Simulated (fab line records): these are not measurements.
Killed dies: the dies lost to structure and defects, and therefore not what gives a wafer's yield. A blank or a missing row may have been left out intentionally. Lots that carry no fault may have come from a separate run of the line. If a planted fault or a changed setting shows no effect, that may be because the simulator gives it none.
Matching of chambers    flow nand_harc    NHARC_A_STAIRCASE_TRIM_220 on rie_diel-02: 4 sister chambers
The step chemistry O2, time 211.2 s. 4 wafers are shown with their chamber, then 10 later ones without.

## WAFERS PAIRED WITH THEIR CHAMBERS
wafer   chamber  showerhead_plenum_p_Torr (Torr)
L089.5  1        3.51
L090.1  3        3.76
L093.1  0        3.71
L093.4  2        3.39

## WAFERS WITHOUT THEIR CHAMBER
wafer   showerhead_plenum_p_Torr (Torr)
L093.5  3.39
L095.2  3.75
L095.4  3.71
L095.6  3.75
L095.1  3.39
L095.3  3.50
L095.5  3.71
L096.1  3.71
L096.4  3.50
L096.6  3.71

## THE CHAMBER EACH PASSED THROUGH
wafer   from the rows above  in truth
L093.5  2                    2
L095.2  3                    3
L095.4  0                    0
L095.6  3                    3
L095.1  2                    2
L095.3  1                    1
L095.5  0                    0
L096.1  0                    0
L096.4  1                    1
L096.6  0                    0
Placed correctly: 10 of 10. Number that these rows cannot place: 0. Wrongly placed: 0.
How it was worked out, from the rows above alone: a wafer's distance from a chamber is the root of the sum, over the readings, of the square of ((its reading less the chamber's mean) divided by the reading's scatter). The wafer belongs to the nearest chamber; if the next one is less than 2 further off, it can't be placed. Each chamber's mean is taken over the wafers shown for it. The scatter (one wafer shown for each chamber): square how far every hidden wafer sits from the nearest shown wafer, average those squares and take the square root.
